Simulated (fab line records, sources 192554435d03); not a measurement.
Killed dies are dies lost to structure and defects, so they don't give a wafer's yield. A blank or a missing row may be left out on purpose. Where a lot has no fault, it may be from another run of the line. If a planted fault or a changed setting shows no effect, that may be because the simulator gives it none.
A struck lot beside a sound one    flow n5 finfet    7 out of 1938 route steps
Sound: wafers L311.3, L311.4, L311.6. Struck: wafer L324.5 (L324.1, L324.4, from the same lot, were not struck and are left out); the cause is given at the end.
For every step that has rows: the tool of each side, followed by ch and its chambers, followed by its first start. Under that, the readings that differ: sound wafers    struck wafers    difference of the means    sigmas: that difference in standard deviations of wafers without a fault.
alike: readings with means less than 2 such deviations apart, plus words and numbers identical on both sides. not compared: withheld readings, readings lacking a value on some wafer, bounds such as >300 that could conceal the same value, and numbers that have no deviation in the record and whose values overlap.
A row with sigmas, a row that says differs or no value, or rows on one side alone: a step with any of these is where the two part. When numbers do not overlap yet have no deviation, they are printed without sigmas and do not part them. Lack of a reading on every wafer of one side parts them only where that side has two or more wafers.

N5_START_INSPECT_01: inspects for defects (unpatterned scan).
  struck on defect inspect-02, day 4 18:02; sound on defect inspect-02, day 1 12:07
  alike: raw defect count
then, 2 steps without rows for these wafers: N5_ZERO_LAYER_PRECLEAN_00 (cleans in SPM, time 600 s); N5_ZERO_LAYER_SRD_01 (time 30 s, dry time 30 s).
N5_ZERO_LAYER_PECVD_02: deposits SiO2 from SiH4/N2O, target thk 10 nm, time 6 s.
  sound on pecvd-04 ch 0,2, day 1 12:22; struck on pecvd-01 ch 2, day 4 18:17
reading                                        sound              struck  difference  sigmas
model.SiO2_of_ZERO_LAYER_PECVD_02.thk nm (nm)  9.835 10.05 10.06  9.776   -0.206      
  alike: heater power w, showerhead plenum p Torr
then, 1 step without rows for these wafers: N5_ZERO_LAYER_HMDS_04 (time 60 s).
-- here the record skips 7 days between the struck wafers' starts before and after, leaving off in module ZERO_LAYER and picking up in module BEOL_M4 (first step shown: number 1111 of the route) --
N5_BEOL_M4_RC_MEAS_101:
  sound on prober-02 ch 0, day 7 21:17; struck on prober-01 ch 0, day 11 06:27
reading         sound              struck  difference  sigmas
IOFF_P (nA/um)  0.195 0.224 0.207  0.271   +0.062      +2
ION_P (uA/um)   460 465 462        476     +14         +2
VT_P (mV)       -250 -248 -252     -244    +6          +2
  alike: DIBL_N, DIBL_P, IOFF_N, ION_N, SS_N, SS_P, VT_N
-- the record jumps here: 4 days lie between the struck wafers' starts before and after (it left off in module BEOL_M4 and takes up again in module PASSIVATION, whose first step shown is number 1936 of the route) --
N5_PASSIVATION_PROBE_49:
  struck on prober-01, day 15 11:53; sound on prober-02, day 12 00:53
reading          sound   struck  difference  sigmas
killed at other  7 13 7  2       -7          -2
  alike: defect limited yield, killed_at_M0_to_M3, killed_at_M4_up, killed at contacts, killed at front end, killed dies, killed on rim, killed open, killed short, sort_bin_5_function, sort_bin_6_memory, sort n pass, sort yield pct

## WHERE THEY PART
First at N5_BEOL_M4_RC_MEAS_101; last, within this record, at N5_PASSIVATION_PROBE_49.

WHY: whatever the simulator had introduced
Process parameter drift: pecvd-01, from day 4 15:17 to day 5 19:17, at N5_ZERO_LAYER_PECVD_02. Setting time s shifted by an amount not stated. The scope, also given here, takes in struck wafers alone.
